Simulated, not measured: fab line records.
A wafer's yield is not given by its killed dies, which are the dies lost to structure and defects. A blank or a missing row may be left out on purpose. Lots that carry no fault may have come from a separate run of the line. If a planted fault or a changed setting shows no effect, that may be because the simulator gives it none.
Matching of chambers -- flow nand-harc -- 4 sister chambers for NHARC_P_ZERO_WELL_DESCUM_39 on rie-diel-01
The step chemistry O2, time 3 s. 8 wafers are shown with their chamber, then 8 later ones without.

WAFERS WITH THEIR CHAMBER
wafer,chamber,drypump-motor-current-A (A),oes-product-au (a.u.)
L075.6,1,6.5,1.014
L076.2,1,6.5,1.035
L080.4,0,5.8,1.004
L080.6,0,5.9,0.993
L081.1,2,5.2,1.009
L081.5,2,5.2,1.004
L081.6,3,5.9,1.016
L085.1,3,5.9,1.022

WAFERS WHOSE CHAMBER IS MISSING
wafer,drypump-motor-current-A (A),oes-product-au (a.u.)
L085.3,5.9,0.993
L085.6,5.2,1.014
L088.1,5.2,1.017
L088.3,5.9,1.013
L088.5,5.8,1.000
L096.3,5.9,0.996
L096.4,5.9,0.996
L096.6,6.5,1.002

EACH ONE'S CHAMBER
wafer,from the rows above,in truth
L085.3,can't be placed: 0 or 3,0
L085.6,2,2
L088.1,2,2
L088.3,can't be placed: 3 or 0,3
L088.5,0,0
L096.3,can't be placed: 0 or 3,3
L096.4,can't be placed: 0 or 3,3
L096.6,1,1
4 of 8 placed correctly. Can't be placed from these rows: 4 (the true chamber is among the candidates in 4). Placed wrongly: 0.
How it was worked out, from the rows above alone: a wafer's distance from a chamber is the root of the sum, over the readings, of the square of ((its reading less the chamber's mean) divided by the reading's scatter). If the next closest chamber is less than 2 further off than the closest, the wafer can't be placed; otherwise it belongs to the closest. A chamber's mean is the mean of its shown wafers. The scatter: take each reading less its chamber's mean, square it, sum over the shown wafers, divide by the number of wafers less the number of chambers, and take the root.
